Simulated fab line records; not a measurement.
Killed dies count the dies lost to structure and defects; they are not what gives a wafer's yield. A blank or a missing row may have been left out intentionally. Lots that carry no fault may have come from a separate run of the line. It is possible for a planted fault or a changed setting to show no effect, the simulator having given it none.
Which tool is to blame? ; flow n5Finfet ; at 1 step of a route of 1938, 6 lots with 18 wafers sampled

WHAT EACH GAUGE READ, for each wafer
N5_BEOL_M6_THK_MEAS_01.
lot;measured;on;M6_ILD_THK (nm)
L805;day 8 19:11;filmMetro-01;152.0 155.3 152.9
L809;day 9 23:25;filmMetro-02;152.3 153.6 153.8
L815;day 12 05:35;filmMetro-02;153.3 154.0 157.0
L821;day 13 19:00;filmMetro-02;154.1 152.6 152.5
L823;day 14 12:01;filmMetro-02;155.4 156.7 158.6
L822;day 14 19:38;filmMetro-01;153.9 155.9 154.2

TOOL THAT RAN EACH LOT (tool first, then ch and the chambers of the sampled wafers, then the start)
Before these readings, the record contains no process step.

THE ANSWER, worked out from the rows above alone
Rule: the usual values come from the lots themselves. Put in order of their means at a reading, lots are off if they are a third of the lots or fewer, leave a main group of 4 or more, and stand apart from it by a gap of 3 or more times the standard deviation of the main group's means; of several such gaps the widest counts. If all means in a main group match to the digits the tables above print for the reading, that group is not used. Also off: a lot with no number at a reading for which 4 or more lots have one. Any other lot the step has rows for is counted as sound.
No lot is off on any of the readings shown, so nothing can be concluded from this.

WHAT THE SIMULATOR HAD INSERTED
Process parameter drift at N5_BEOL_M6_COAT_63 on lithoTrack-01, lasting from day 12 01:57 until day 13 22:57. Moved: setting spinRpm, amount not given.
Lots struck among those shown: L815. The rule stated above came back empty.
